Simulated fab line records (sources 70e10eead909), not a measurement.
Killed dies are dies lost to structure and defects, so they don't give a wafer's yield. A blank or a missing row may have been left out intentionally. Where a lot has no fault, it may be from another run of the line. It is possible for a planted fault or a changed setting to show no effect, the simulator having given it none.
Which tool did it? | flow nand-harc | 6 lots with 18 wafers sampled at 5 steps, on a route of 1302 steps

== WHAT THE GAUGES SHOWED, per wafer ==
NHARC_END_SORT_01.
lot  | measured     | on        | killed-at-array
L435 | day 33 04:43 | prober-02 | 42 86 52

== WHAT TOOL EACH LOT RAN ON (gives the tool, then ch and the chambers of the sampled wafers, and finally the start) ==
lot  | NHARC_A_CONTACT_ETCH_88            | NHARC_A_CONTACT_ETCH_136             | NHARC_A_CONTACT_ETCH_137             | NHARC_A_CONTACT_ETCH_139
L416 | rie-diel-01 ch 0,1, day 22 13:31   | har-cap-etch-02 ch 0,1, day 22 15:04 | har-cap-etch-02 ch 0,1, day 22 15:20 | har-cap-etch-02 ch 0,1, day 22 15:53
L419 | rie-diel-03 ch 1,2, day 23 14:43   | har-cap-etch-01 ch 0,1, day 23 16:22 | har-cap-etch-01 ch 0,1, day 23 16:38 | har-cap-etch-01 ch 0,1, day 23 17:11
L421 | rie-diel-03 ch 0,1,3, day 24 19:50 | har-cap-etch-03 ch 0,1, day 24 21:20 | har-cap-etch-03 ch 0,1, day 24 21:37 | har-cap-etch-03 ch 0,1, day 24 22:09
L427 | rie-diel-03 ch 0,1,3, day 27 01:44 | har-cap-etch-03 ch 0,1, day 27 03:15 | har-cap-etch-03 ch 0,1, day 27 03:32 | har-cap-etch-03 ch 0,1, day 27 04:04
L435 | rie-diel-01 ch 0,1, day 30 15:58   | har-cap-etch-01 ch 0,1, day 30 18:07 | har-cap-etch-01 ch 0,1, day 30 18:23 | har-cap-etch-01 ch 0,1, day 30 18:56
L438 | rie-diel-10 ch 0,2,3, day 31 22:26 | har-cap-etch-01 ch 0,1, day 32 00:07 | har-cap-etch-01 ch 0,1, day 32 00:23 | har-cap-etch-01 ch 0,1, day 32 00:56
- NHARC_A_CONTACT_ETCH_88: etches the open film in CF4, target depth 39 nm, time 65 s.
- NHARC_A_CONTACT_ETCH_136: etches the open film in C4F8/O2/Ar, time 311 s, target depth 1912 nm.
- NHARC_A_CONTACT_ETCH_137: etches the open film in C4F8/O2/Ar, time 311 s, target depth 1912 nm.
- NHARC_A_CONTACT_ETCH_139: etches the open film in C4F8/O2/Ar, time 195 s, target depth 840 nm.

== THE ANSWER, worked out from the rows above alone ==
Rule: the lots themselves supply what counts as usual. The widest of any qualifying gaps counts: lots, ordered by their means at a reading, are off when they make up no more than a third of the lots, leave a main group of 4 or more, and stand apart from it by 3 or more times the standard deviation of that group's means. A main group is skipped when, at the precision printed for the reading in the tables above, its means are all equal. Also off: a lot with no number at a reading for which 4 or more lots have one. The other lots that the step has rows for count as sound.
Nothing can be told from this: no lot is off at any reading shown.

== WHAT THE SIMULATOR HAD INSERTED ==
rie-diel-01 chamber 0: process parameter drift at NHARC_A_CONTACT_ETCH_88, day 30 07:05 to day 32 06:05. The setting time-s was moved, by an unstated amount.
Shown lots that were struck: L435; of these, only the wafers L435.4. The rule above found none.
